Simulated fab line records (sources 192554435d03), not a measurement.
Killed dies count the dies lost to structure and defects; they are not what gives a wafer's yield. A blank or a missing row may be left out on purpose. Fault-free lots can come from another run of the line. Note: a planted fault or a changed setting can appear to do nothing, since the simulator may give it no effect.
Lot-split experiment | flow n5Finfet | 21 wafers read across 7 lots, on a route 1938 steps long

ABOUT THE SPLIT
At N5_SD_EPI_P_EPI_21 (deposits SiGe:B, time 355 s), the setting timeS was moved away from the recipe's 355 s on 6 of the 21 wafers read, by -6.7% to +14.3%. All remaining wafers had this setting at the recipe value.

FROM THE SPLIT TO THE READING: what the file shows between them, 8 steps
- N5_SD_EPI_P_EPI_MEAS_23
- N5_SD_EPI_P_HM_STRIP_48: strips SiNx in H3PO4, material SiNx, target depth 3 nm
- N5_SD_EPI_P_SRD_49: time 30 s
- N5_SD_EPI_P_PRECLEAN_24: cleans in O3/DIW, time 45 s
- N5_SD_EPI_P_PRECLEAN_32: cleans in dHF, time 10 s
- N5_SD_EPI_P_PRECLEAN_33: cleans in SC2, time 45 s
- N5_SD_ACTIVATION_RTA_00: time 0 s
- N5_SD_ACTIVATION_LSA_01: time 0.0008 s

THE READING
RS_SD_P (ohm/sq), read at N5_SD_ACTIVATION_RS_MEAS_03 with a four-point probe. Typical for fault-free wafers on this fab line: 55.5 ohm/sq, with standard deviation 0.83 ohm/sq.

wafer  | tool, chamber at the split | timeS as run, s | against the recipe | RS_SD_P, ohm/sq | against lot-mates on the recipe
L074.3 | epiRpcvd-01, 0             | 355             | recipe             | 54.9            | -
L074.4 | epiRpcvd-01, 0             | 355             | recipe             | 55.0            | -
L074.6 | epiRpcvd-01, 0             | 355             | recipe             | 54.9            | -
L078.3 | epiRpcvd-01, 0             | 331.1           | -6.7%              | 58.5            | +2.4
L078.4 | epiRpcvd-01, 0             | 331.1           | -6.7%              | 58.2            | +2.1
L078.5 | epiRpcvd-01, 0             | 355             | recipe             | 56.1            | -
L080.1 | epiRpcvd-01, 0             | 355             | recipe             | 56.1            | -
L080.5 | epiRpcvd-01, 0             | 355             | recipe             | 56.4            | -
L080.6 | epiRpcvd-01, 0             | 355             | recipe             | 56.2            | -
L083.1 | epiRpcvd-01, 0             | 355             | recipe             | 56.1            | -
L083.4 | epiRpcvd-01, 0             | 385.3           | +8.5%              | 52.4            | -3.7
L083.5 | epiRpcvd-01, 0             | 385.3           | +8.5%              | 53.0            | -3.1
L084.3 | epiRpcvd-03, 0             | 355             | recipe             | 54.9            | -
L084.4 | epiRpcvd-03, 0             | 355             | recipe             | 55.9            | -
L084.5 | epiRpcvd-03, 0             | 355             | recipe             | 55.7            | -
L093.2 | epiRpcvd-03, 0             | 355             | recipe             | 55.1            | -
L093.4 | epiRpcvd-03, 0             | 355             | recipe             | 54.1            | -
L093.6 | epiRpcvd-03, 0             | 355             | recipe             | 54.6            | -
L094.2 | epiRpcvd-01, 0             | 355             | recipe             | 55.3            | -
L094.5 | epiRpcvd-01, 0             | 405.9           | +14.3%             | 50.6            | -4.7
L094.6 | epiRpcvd-01, 0             | 405.9           | +14.3%             | 50.1            | -5.2

FIT RESULTS
A straight line over all 21 wafers: RS_SD_P changes by -0.362 ohm/sq for each +1% of timeS; r = -0.95; the points scatter about the line by 0.64 ohm/sq.
The same after taking each lot's own level away (the mean of its wafers on the recipe; 21 wafers): -0.354 ohm/sq for each +1%; r = -0.99; scatter 0.31 ohm/sq.
According to that fit, moving timeS by its largest amount changes the reading by 5.1 ohm/sq.
Across the lots, their own levels run from 54.60 to 56.23 ohm/sq, a range of 2.0 times the standard deviation given above.
Consequently the slope shifts little with the lot-to-lot level, the two slopes agreeing.
Check: with one of the wafers moved furthest among these (+14.3%) left out of the fit, the line predicts -5.3 ohm/sq for it against its lot-mates. Against them it came out at -4.7 ohm/sq.

THESE WAFERS: OTHER SPLITS
Note: prior to the reading, these wafers also went through further splits. Each is held against what the fit with the lots' levels taken away leaves over:
other split on the same wafers          | wafers away from the commonest value | r with RS_SD_P (lot level and that fit taken away)
N5_WELL_APT_COAT_19 spinRpm             | 9                                    | -0.03
N5_PMOS_HMC_CHANNEL_EPI_PEB_07 pebTimeS | 4                                    | +0.05
N5_PMOS_HMC_CHANNEL_EPI_DESCUM_14 timeS | 6                                    | +0.06
N5_DUMMY_GATE_PECVD_30 timeS            | 5                                    | -0.22
N5_SD_EPI_N_EXPOSE_06 doseMj            | 8                                    | -0.15
N5_SD_EPI_N_PEB_07 pebTimeS             | 5                                    | -0.01

THE WHOLE CHAIN: every reading that the file lists as answering this split, in the file's order
step                        | what it does                                           | reading                                                                          | change (the file's fit)               | r (the file's)
N5_SD_EPI_P_EPI_21          | deposits SiGe:B, time 355 s                            | SiGe-B_of_SD_EPI_P_EPI_21.thkNm (the simulator's own value, which no gauge read) | +0.428 nm for each +1% of the setting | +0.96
N5_SD_EPI_P_EPI_MEAS_23     |                                                        | thkNm                                                                            | withheld for each +1% of the setting  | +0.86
N5_SD_EPI_P_HM_STRIP_48     | strips SiNx in H3PO4, material SiNx, target depth 3 nm | SiGe-B_of_SD_EPI_P_EPI_21.thkNm (the simulator's own value, which no gauge read) | +0.413 nm for each +1% of the setting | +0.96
N5_SD_EPI_P_PRECLEAN_24     | cleans in O3/DIW, time 45 s                            | SiGe-B_of_SD_EPI_P_EPI_21.thkNm (the simulator's own value, which no gauge read) | +0.416 nm for each +1% of the setting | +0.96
N5_SD_ACTIVATION_RS_MEAS_03 | measures by four-point-probe                           | RS_SD_P                                                                          | -0.359 for each +1% of the setting    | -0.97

FILE'S OWN FIT
RS_SD_P changes by -0.359 ohm/sq for each +1% of timeS, r = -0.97.
